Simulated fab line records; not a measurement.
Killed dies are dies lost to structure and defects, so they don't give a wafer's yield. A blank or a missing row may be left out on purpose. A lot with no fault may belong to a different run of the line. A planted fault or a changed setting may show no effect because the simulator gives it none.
Matching of chambers / flow n5Finfet / N5_BEOL_M1_ALD_84 on aldMetal-01 has 4 sister chambers
The step deposits TaN, pulse time 2 s, purge time 3 s, co reactant purge time 2 s. 18 wafers are shown with their chamber, then 9 later ones without.

EACH WAFER AND ITS CHAMBER
wafer=L075.1; chamber=1; heaterPowerW (W)=391; chamberPressureTorr (Torr)=3.001; mfcCarrierSccm (sccm)=1504
wafer=L075.5; chamber=3; heaterPowerW (W)=483; chamberPressureTorr (Torr)=2.998; mfcCarrierSccm (sccm)=1503
wafer=L075.6; chamber=2; heaterPowerW (W)=446; chamberPressureTorr (Torr)=3.015; mfcCarrierSccm (sccm)=1500
wafer=L076.3; chamber=3; heaterPowerW (W)=485; chamberPressureTorr (Torr)=2.999; mfcCarrierSccm (sccm)=1495
wafer=L076.4; chamber=1; heaterPowerW (W)=391; chamberPressureTorr (Torr)=2.993; mfcCarrierSccm (sccm)=1497
wafer=L076.6; chamber=3; heaterPowerW (W)=487; chamberPressureTorr (Torr)=2.999; mfcCarrierSccm (sccm)=1504
wafer=L077.3; chamber=2; heaterPowerW (W)=436; chamberPressureTorr (Torr)=2.996; mfcCarrierSccm (sccm)=1491
wafer=L077.4; chamber=3; heaterPowerW (W)=492; chamberPressureTorr (Torr)=3.002; mfcCarrierSccm (sccm)=1500
wafer=L077.6; chamber=0; heaterPowerW (W)=404; chamberPressureTorr (Torr)=2.989; mfcCarrierSccm (sccm)=1498
wafer=L079.2; chamber=3; heaterPowerW (W)=485; chamberPressureTorr (Torr)=2.991; mfcCarrierSccm (sccm)=1501
wafer=L079.4; chamber=1; heaterPowerW (W)=384; chamberPressureTorr (Torr)=3.005; mfcCarrierSccm (sccm)=1504
wafer=L079.6; chamber=2; heaterPowerW (W)=439; chamberPressureTorr (Torr)=2.999; mfcCarrierSccm (sccm)=1499
wafer=L084.3; chamber=2; heaterPowerW (W)=442; chamberPressureTorr (Torr)=3.018; mfcCarrierSccm (sccm)=1493
wafer=L084.4; chamber=0; heaterPowerW (W)=409; chamberPressureTorr (Torr)=2.993; mfcCarrierSccm (sccm)=1501
wafer=L084.5; chamber=1; heaterPowerW (W)=404; chamberPressureTorr (Torr)=2.996; mfcCarrierSccm (sccm)=1498
wafer=L086.2; chamber=2; heaterPowerW (W)=436; chamberPressureTorr (Torr)=2.990; mfcCarrierSccm (sccm)=1504
wafer=L086.5; chamber=2; heaterPowerW (W)=441; chamberPressureTorr (Torr)=2.987; mfcCarrierSccm (sccm)=1504
wafer=L086.6; chamber=3; heaterPowerW (W)=496; chamberPressureTorr (Torr)=2.996; mfcCarrierSccm (sccm)=1497

SIGNATURES, as means of the wafers listed above
reading=heaterPowerW; chamber 0=406.50; chamber 1=392.50; chamber 2=440.00; chamber 3=488.00; scatter within a chamber=5.47
reading=chamberPressureTorr; chamber 0=2.99100; chamber 1=2.99875; chamber 2=3.00083; chamber 3=2.99750; scatter within a chamber=0.00842
reading=mfcCarrierSccm; chamber 0=1499.50; chamber 1=1500.75; chamber 2=1498.50; chamber 3=1500.00; scatter within a chamber=4.28
Rule: a wafer's distance from a chamber is the root of the sum, over the readings, of the square of ((its reading less the chamber's mean) divided by the reading's scatter). If the next closest chamber is less than 2 further off than the closest, the wafer can't be placed; otherwise it belongs to the closest. How the scatter is found: for the shown wafers, subtract from each reading the mean of its chamber, square and add these, divide the total by (wafers less chambers), then take the root.

WAFERS MISSING THEIR CHAMBER
wafer=L092.3; heaterPowerW (W)=384; chamberPressureTorr (Torr)=2.998; mfcCarrierSccm (sccm)=1511
wafer=L092.4; heaterPowerW (W)=453; chamberPressureTorr (Torr)=2.986; mfcCarrierSccm (sccm)=1503
wafer=L092.5; heaterPowerW (W)=407; chamberPressureTorr (Torr)=2.997; mfcCarrierSccm (sccm)=1498
wafer=L093.2; heaterPowerW (W)=438; chamberPressureTorr (Torr)=2.998; mfcCarrierSccm (sccm)=1498
wafer=L093.4; heaterPowerW (W)=483; chamberPressureTorr (Torr)=3.002; mfcCarrierSccm (sccm)=1499
wafer=L093.5; heaterPowerW (W)=392; chamberPressureTorr (Torr)=2.995; mfcCarrierSccm (sccm)=1502
wafer=L095.1; heaterPowerW (W)=456; chamberPressureTorr (Torr)=2.994; mfcCarrierSccm (sccm)=1495
wafer=L095.4; heaterPowerW (W)=407; chamberPressureTorr (Torr)=2.990; mfcCarrierSccm (sccm)=1502
wafer=L095.5; heaterPowerW (W)=389; chamberPressureTorr (Torr)=2.992; mfcCarrierSccm (sccm)=1496

EACH ONE'S CHAMBER
wafer=L092.3; from the rows above=1; in truth=1
wafer=L092.4; from the rows above=2; in truth=2
wafer=L092.5; from the rows above=can't be placed: 0 or 1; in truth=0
wafer=L093.2; from the rows above=2; in truth=2
wafer=L093.4; from the rows above=3; in truth=3
wafer=L093.5; from the rows above=1; in truth=1
wafer=L095.1; from the rows above=2; in truth=2
wafer=L095.4; from the rows above=0; in truth=0
wafer=L095.5; from the rows above=can't be placed: 1 or 0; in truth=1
Placed correctly: 7 of 9. Not placeable from these rows: 2 (in 2, the candidates include the true chamber). 0 placed wrongly.
